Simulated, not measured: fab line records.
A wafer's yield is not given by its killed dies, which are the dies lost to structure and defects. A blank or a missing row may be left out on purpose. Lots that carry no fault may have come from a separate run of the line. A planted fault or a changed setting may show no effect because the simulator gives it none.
Which of the tools did it? :: flow n5Finfet :: 30 wafers from 10 lots sampled at 5 of the route's 1938 steps

== WHAT THE GAUGES READ, wafer by wafer ==
N5_BEOL_M4_RC_MEAS_101. Usual: DIBL_N 36.0 mV/V, standard deviation 1.8; DIBL_P 36.3 mV/V, standard deviation 2.4; IOFF_N 0.16 nA/um, standard deviation 0.035; IOFF_P 0.21 nA/um, standard deviation 0.036; ION_N 673 uA/um, standard deviation 13; ION_P 461 uA/um, standard deviation 7.2; SS_N 71.4 mV/dec, standard deviation 0.6; SS_P 73.2 mV/dec, standard deviation 0.7; VT_N 250 mV, standard deviation 4; VT_P -250.9 mV, standard deviation 2.9.
lot: L537
measured: day 7 15:56
on: prober-01
DIBL_N (mV/V): 40.9 39.8 36.5
DIBL_P (mV/V): 41.0 39.5 35.0
IOFF_N (nA/um): 0.27 0.23 0.16
IOFF_P (nA/um): 0.32 0.29 0.23
ION_N (uA/um): 695 695 669
ION_P (uA/um): 472 474 465
SS_N (mV/dec): 72.0 72.1 71.2
SS_P (mV/dec): 74.4 74.1 72.4
VT_N (mV): 240 245 252
VT_P (mV): -242.9 -243.5 -247.3
flag: 

lot: L540
measured: day 9 03:07
on: prober-02
DIBL_N (mV/V): 34.3 34.0 32.7
DIBL_P (mV/V): 33.5 32.9 30.7
IOFF_N (nA/um): 0.16 0.14 0.12
IOFF_P (nA/um): 0.21 0.19 0.16
ION_N (uA/um): 678 670 653
ION_P (uA/um): 463 459 461
SS_N (mV/dec): 70.8 71.3 71.3
SS_P (mV/dec): 73.2 72.7 72.2
VT_N (mV): 246 250 252
VT_P (mV): -247.1 -249.6 -251.3
flag: 

lot: L541
measured: day 9 10:52
on: prober-02
DIBL_N (mV/V): 33.9 37.5 35.4
DIBL_P (mV/V): 34.9 37.1 36.2
IOFF_N (nA/um): 0.13 0.19 0.15
IOFF_P (nA/um): 0.17 0.20 0.19
ION_N (uA/um): 674 668 678
ION_P (uA/um): 461 455 470
SS_N (mV/dec): 70.4 72.0 71.5
SS_P (mV/dec): 73.2 73.4 73.2
VT_N (mV): 254 248 249
VT_P (mV): -250.4 -251.0 -250.7
flag: 

lot: L542
measured: day 10 02:00
on: prober-02
DIBL_N (mV/V): 32.7 34.2 35.7
DIBL_P (mV/V): 32.6 34.1 37.3
IOFF_N (nA/um): 0.10 0.12 0.15
IOFF_P (nA/um): 0.14 0.16 0.20
ION_N (uA/um): 643 663 692
ION_P (uA/um): 446 453 471
SS_N (mV/dec): 70.0 71.5 71.5
SS_P (mV/dec): 71.9 72.7 73.3
VT_N (mV): 259 255 248
VT_P (mV): -257.7 -254.1 -249.6
flag: 

lot: L543
measured: day 9 23:12
on: prober-01
DIBL_N (mV/V): 35.3 35.7 32.9
DIBL_P (mV/V): 37.0 36.7 34.1
IOFF_N (nA/um): 0.15 0.15 0.11
IOFF_P (nA/um): 0.20 0.20 0.16
ION_N (uA/um): 675 666 668
ION_P (uA/um): 464 459 465
SS_N (mV/dec): 71.0 71.3 71.0
SS_P (mV/dec): 73.5 73.3 72.7
VT_N (mV): 249 253 255
VT_P (mV): -252.4 -251.4 -253.0
flag: 

lot: L544
measured: day 10 07:46
on: prober-02
DIBL_N (mV/V): 36.7 36.1 37.2
DIBL_P (mV/V): 37.7 36.2 37.3
IOFF_N (nA/um): 0.18 0.16 0.17
IOFF_P (nA/um): 0.24 0.20 0.22
ION_N (uA/um): 675 673 670
ION_P (uA/um): 466 461 464
SS_N (mV/dec): 71.9 71.7 72.3
SS_P (mV/dec): 74.2 74.1 74.1
VT_N (mV): 250 252 252
VT_P (mV): -244.6 -250.6 -246.3
flag: 

lot: L554
measured: day 12 16:12
on: prober-02
DIBL_N (mV/V): 35.5 34.0 36.1
DIBL_P (mV/V): 37.7 35.7 37.6
IOFF_N (nA/um): 0.18 0.14 0.17
IOFF_P (nA/um): 0.22 0.19 0.23
ION_N (uA/um): 683 682 680
ION_P (uA/um): 467 469 457
SS_N (mV/dec): 70.6 71.1 71.8
SS_P (mV/dec): 73.8 72.9 73.7
VT_N (mV): 247 251 247
VT_P (mV): -248.6 -251.5 -248.3
flag: 

lot: L555
measured: day 12 22:46
on: prober-01
DIBL_N (mV/V): 37.1 35.1 37.7
DIBL_P (mV/V): 38.5 35.2 38.7
IOFF_N (nA/um): 0.16 0.12 0.17
IOFF_P (nA/um): 0.23 0.20 0.24
ION_N (uA/um): 678 664 680
ION_P (uA/um): 465 463 470
SS_N (mV/dec): 71.7 71.3 71.9
SS_P (mV/dec): 73.3 72.1 73.4
VT_N (mV): 251 257 250
VT_P (mV): -248.7 -251.2 -249.4
flag: 

lot: L558
measured: day 14 04:22
on: prober-01
DIBL_N (mV/V): 36.3 36.6 35.2
DIBL_P (mV/V): 34.9 36.3 33.6
IOFF_N (nA/um): 0.15 0.15 0.13
IOFF_P (nA/um): 0.20 0.22 0.17
ION_N (uA/um): 679 671 661
ION_P (uA/um): 465 459 450
SS_N (mV/dec): 71.5 70.9 71.0
SS_P (mV/dec): 73.1 73.6 71.9
VT_N (mV): 246 249 250
VT_P (mV): -251.2 -251.9 -253.3
flag: 

lot: L560
measured: day 14 06:26
on: prober-01
DIBL_N (mV/V): 37.2 37.9 39.3
DIBL_P (mV/V): 37.1 36.6 38.0
IOFF_N (nA/um): 0.16 0.16 0.20
IOFF_P (nA/um): 0.21 0.21 0.25
ION_N (uA/um): 673 681 687
ION_P (uA/um): 457 461 464
SS_N (mV/dec): 71.4 72.1 72.2
SS_P (mV/dec): 73.4 74.0 73.7
VT_N (mV): 250 250 247
VT_P (mV): -252.4 -252.9 -246.7
flag: 

== TOOL THAT RAN EACH LOT (tool first, then ch and the chambers of the sampled wafers, then the start) ==
lot: L537
N5_HKMG_FIN_ALD_79: aldMetal-01 ch 0,1,2, day 4 05:00
N5_HKMG_FIN_COAT_66: lithoTrack-04 ch 0, day 4 09:45
N5_HKMG_FIN_ETCHBACK_68: rieMetal-03 ch 0,1, day 4 10:03
N5_HKMG_FIN_CMP_94: cmp-04 ch 0,1,3, day 4 11:39

lot: L540
N5_HKMG_FIN_ALD_79: aldMetal-02 ch 1,3, day 4 21:58
N5_HKMG_FIN_COAT_66: lithoTrack-02 ch 0, day 5 02:17
N5_HKMG_FIN_ETCHBACK_68: rieMetal-03 ch 0,1, day 5 02:34
N5_HKMG_FIN_CMP_94: cmp-01 ch 0,2, day 5 04:07

lot: L541
N5_HKMG_FIN_ALD_79: aldMetal-02 ch 0,1,3, day 5 04:08
N5_HKMG_FIN_COAT_66: lithoTrack-03 ch 0, day 5 08:44
N5_HKMG_FIN_ETCHBACK_68: rieMetal-01 ch 0,1, day 5 09:12
N5_HKMG_FIN_CMP_94: cmp-03 ch 1,2,3, day 5 10:46

lot: L542
N5_HKMG_FIN_ALD_79: aldMetal-02 ch 0,1,3, day 5 11:13
N5_HKMG_FIN_COAT_66: lithoTrack-03 ch 0, day 5 15:55
N5_HKMG_FIN_ETCHBACK_68: rieMetal-02 ch 0,1, day 5 16:12
N5_HKMG_FIN_CMP_94: cmp-04 ch 0,1,2, day 5 17:44

lot: L543
N5_HKMG_FIN_ALD_79: aldMetal-04 ch 0,1, day 5 13:52
N5_HKMG_FIN_COAT_66: lithoTrack-04 ch 0, day 5 18:26
N5_HKMG_FIN_ETCHBACK_68: rieMetal-01 ch 0,1, day 5 18:47
N5_HKMG_FIN_CMP_94: cmp-01 ch 1,2,3, day 5 20:22

lot: L544
N5_HKMG_FIN_ALD_79: aldMetal-01 ch 0,1, day 5 20:53
N5_HKMG_FIN_COAT_66: lithoTrack-03 ch 0, day 6 01:32
N5_HKMG_FIN_ETCHBACK_68: rieMetal-01 ch 0,1, day 6 01:55
N5_HKMG_FIN_CMP_94: cmp-03 ch 0,1,2, day 6 03:31

lot: L554
N5_HKMG_FIN_ALD_79: aldMetal-01 ch 2,3, day 8 06:07
N5_HKMG_FIN_COAT_66: lithoTrack-03 ch 0, day 8 11:22
N5_HKMG_FIN_ETCHBACK_68: rieMetal-02 ch 0,1, day 8 11:47
N5_HKMG_FIN_CMP_94: cmp-03 ch 0,1, day 8 13:17

lot: L555
N5_HKMG_FIN_ALD_79: aldMetal-02 ch 0,1,3, day 8 13:55
N5_HKMG_FIN_COAT_66: lithoTrack-03 ch 0, day 8 18:08
N5_HKMG_FIN_ETCHBACK_68: rieMetal-03 ch 1, day 8 18:25
N5_HKMG_FIN_CMP_94: cmp-01 ch 0,1,3, day 8 19:58

lot: L558
N5_HKMG_FIN_ALD_79: aldMetal-04 ch 1, day 9 07:22
N5_HKMG_FIN_COAT_66: lithoTrack-04 ch 0, day 9 12:30
N5_HKMG_FIN_ETCHBACK_68: rieMetal-02 ch 0,1, day 9 12:52
N5_HKMG_FIN_CMP_94: cmp-01 ch 0,2, day 9 14:25

lot: L560
N5_HKMG_FIN_ALD_79: aldMetal-01 ch 0,1,3, day 9 20:45
N5_HKMG_FIN_COAT_66: lithoTrack-02 ch 0, day 10 01:34
N5_HKMG_FIN_ETCHBACK_68: rieMetal-02 ch 0,1, day 10 01:50
N5_HKMG_FIN_CMP_94: cmp-04 ch 0,2, day 10 03:25
- N5_HKMG_FIN_ALD_79: deposits TiN, target thk 1.5 nm, pulse time 1 s, purge time 3 s.
- N5_HKMG_FIN_COAT_66: time 60 s, resist thk 300 nm.
- N5_HKMG_FIN_ETCHBACK_68: etches the open film in Cl2/Ar, stops on HfO2, target depth 0.5 nm.
- N5_HKMG_FIN_CMP_94: polishes, stops on SiNx, t overpolish 4.7 s, target thk 43.299 nm.

== AS READ BY THE TOOLS THEMSELVES (means over the sampled wafers that have a number; for cases with no such wafer, the mark the record gives instead) ==
N5_HKMG_FIN_ALD_79. Usual: heaterPowerOuterW 523 W, standard deviation 49; heaterPowerW 841 W, standard deviation 70; precursorPulseHeightRel 0.998, standard deviation 0.019.
lot: L537
tool: aldMetal-01
heaterPowerOuterW (W): 489
heaterPowerW (W): 799
precursorPulseHeightRel: 0.980
flag: 

lot: L540
tool: aldMetal-02
heaterPowerOuterW (W): 496
heaterPowerW (W): 799
precursorPulseHeightRel: 1.020
flag: 

lot: L541
tool: aldMetal-02
heaterPowerOuterW (W): 491
heaterPowerW (W): 812
precursorPulseHeightRel: 0.988
flag: 

lot: L542
tool: aldMetal-02
heaterPowerOuterW (W): 495
heaterPowerW (W): 811
precursorPulseHeightRel: 1.007
flag: 

lot: L543
tool: aldMetal-04
heaterPowerOuterW (W): 608
heaterPowerW (W): 908
precursorPulseHeightRel: 1.005
flag: 

lot: L544
tool: aldMetal-01
heaterPowerOuterW (W): 506
heaterPowerW (W): 795
precursorPulseHeightRel: 1.007
flag: 

lot: L554
tool: aldMetal-01
heaterPowerOuterW (W): 498
heaterPowerW (W): 807
precursorPulseHeightRel: 1.008
flag: 

lot: L555
tool: aldMetal-02
heaterPowerOuterW (W): 493
heaterPowerW (W): 806
precursorPulseHeightRel: 1.002
flag: 

lot: L558
tool: aldMetal-04
heaterPowerOuterW (W): 603
heaterPowerW (W): 889
precursorPulseHeightRel: 1.000
flag: 

lot: L560
tool: aldMetal-01
heaterPowerOuterW (W): 510
heaterPowerW (W): 841
precursorPulseHeightRel: 0.998
flag: 

N5_HKMG_FIN_COAT_66. Usual: chillPlateTempC 23.01 C, standard deviation 0.096; heaterPowerTotalW 500.4 W, standard deviation 1.7; runLengthS 66.06 s, standard deviation 0.21.
lot: L537
tool: lithoTrack-04
chillPlateTempC (C): 22.92
heaterPowerTotalW (W): 499.7
runLengthS (s): 66.17
flag: 

lot: L540
tool: lithoTrack-02
chillPlateTempC (C): 23.04
heaterPowerTotalW (W): 501.7
runLengthS (s): 66.21
flag: 

lot: L541
tool: lithoTrack-03
chillPlateTempC (C): 23.06
heaterPowerTotalW (W): 499.4
runLengthS (s): 65.76
flag: 

lot: L542
tool: lithoTrack-03
chillPlateTempC (C): 23.04
heaterPowerTotalW (W): 500.7
runLengthS (s): 65.88
flag: 

lot: L543
tool: lithoTrack-04
chillPlateTempC (C): 23.06
heaterPowerTotalW (W): 502.0
runLengthS (s): 66.24
flag: 

lot: L544
tool: lithoTrack-03
chillPlateTempC (C): 22.98
heaterPowerTotalW (W): 499.2
runLengthS (s): 65.83
flag: 

lot: L554
tool: lithoTrack-03
chillPlateTempC (C): 23.02
heaterPowerTotalW (W): 503.4
runLengthS (s): 64.87
flag: OFF

lot: L555
tool: lithoTrack-03
chillPlateTempC (C): 23.07
heaterPowerTotalW (W): 511.8
runLengthS (s): 63.82
flag: OFF

lot: L558
tool: lithoTrack-04
chillPlateTempC (C): 22.99
heaterPowerTotalW (W): 500.9
runLengthS (s): 66.30
flag: 

lot: L560
tool: lithoTrack-02
chillPlateTempC (C): 22.95
heaterPowerTotalW (W): 500.0
runLengthS (s): 66.20
flag: 

N5_HKMG_FIN_ETCHBACK_68. Usual: drypumpMotorCurrentA 6.0 A, standard deviation 0.32; oesProductAu 0.79 a.u., standard deviation 0.097; throttleValvePct 20.75 %, standard deviation 0.2.
lot: L537
tool: rieMetal-03
drypumpMotorCurrentA (A): 6.2
oesProductAu (a.u.): 0.76
throttleValvePct (%): 20.73
flag: 

lot: L540
tool: rieMetal-03
drypumpMotorCurrentA (A): 6.2
oesProductAu (a.u.): 0.76
throttleValvePct (%): 20.72
flag: 

lot: L541
tool: rieMetal-01
drypumpMotorCurrentA (A): 5.9
oesProductAu (a.u.): 0.80
throttleValvePct (%): 20.72
flag: 

lot: L542
tool: rieMetal-02
drypumpMotorCurrentA (A): 6.2
oesProductAu (a.u.): 0.94
throttleValvePct (%): 20.92
flag: 

lot: L543
tool: rieMetal-01
drypumpMotorCurrentA (A): 5.6
oesProductAu (a.u.): 0.79
throttleValvePct (%): 20.53
flag: 

lot: L544
tool: rieMetal-01
drypumpMotorCurrentA (A): 5.6
oesProductAu (a.u.): 0.79
throttleValvePct (%): 20.54
flag: 

lot: L554
tool: rieMetal-02
drypumpMotorCurrentA (A): 6.2
oesProductAu (a.u.): 0.87
throttleValvePct (%): 20.84
flag: 

lot: L555
tool: rieMetal-03
drypumpMotorCurrentA (A): 6.0
oesProductAu (a.u.): 0.60
throttleValvePct (%): 20.73
flag: 

lot: L558
tool: rieMetal-02
drypumpMotorCurrentA (A): 6.1
oesProductAu (a.u.): 0.86
throttleValvePct (%): 20.85
flag: 

lot: L560
tool: rieMetal-02
drypumpMotorCurrentA (A): 6.2
oesProductAu (a.u.): 0.86
throttleValvePct (%): 20.95
flag: 

N5_HKMG_FIN_CMP_94. Usual: 12.4 A for motorCurrentA, sd 1.4.
lot: L537
tool: cmp-04
motorCurrentA (A): 13.4
flag: 

lot: L540
tool: cmp-01
motorCurrentA (A): 13.2
flag: 

lot: L541
tool: cmp-03
motorCurrentA (A): 11.0
flag: 

lot: L542
tool: cmp-04
motorCurrentA (A): 12.6
flag: 

lot: L543
tool: cmp-01
motorCurrentA (A): 13.7
flag: 

lot: L544
tool: cmp-03
motorCurrentA (A): 11.7
flag: 

lot: L554
tool: cmp-03
motorCurrentA (A): 12.5
flag: 

lot: L555
tool: cmp-01
motorCurrentA (A): 12.5
flag: 

lot: L558
tool: cmp-01
motorCurrentA (A): 12.2
flag: 

lot: L560
tool: cmp-04
motorCurrentA (A): 13.9
flag: 

== THE ANSWER, worked out from the rows above alone ==
Rule: take the mean of a lot's wafers that have a number; if it is more than 3 standard deviations from the usual mean, the lot is off. Also off: a lot with no number at a reading for which 4 or more lots have one. Where the step has rows for the other lots, those lots are counted as sound. The gauges are gone through in route order, then the tools' own readings, and for those a lot's mean is taken as printed above. The first step at which some lot is off is used, and at that step the reading that is off furthest; a lot without a number counts as furthest.
Off: L554, L555, at N5_HKMG_FIN_COAT_66 (runLengthS).
A tool fits if, at that step or a process step before it, it ran every lot that is off, and no sound lot after the first of them. One fits: lithoTrack-03 at N5_HKMG_FIN_COAT_66. A fault onset in the window from L544 (day 6 01:32, its last sound lot) to L554 (day 8 11:22, its first lot off) fits.
The tool's own readings at N5_HKMG_FIN_COAT_66 bear it out: on the lots that are off they differ by more than 5 times the standard deviation of the sound lots' means. heaterPowerTotalW reads 507.6 W there against 500.4 W on the sound lots; runLengthS reads 64.34 s there against 66.07 s on the sound lots.

== WHAT HAD BEEN PUT IN BY THE SIMULATOR ==
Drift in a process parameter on lithoTrack-03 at N5_HKMG_FIN_COAT_66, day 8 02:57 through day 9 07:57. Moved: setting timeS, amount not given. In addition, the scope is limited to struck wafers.
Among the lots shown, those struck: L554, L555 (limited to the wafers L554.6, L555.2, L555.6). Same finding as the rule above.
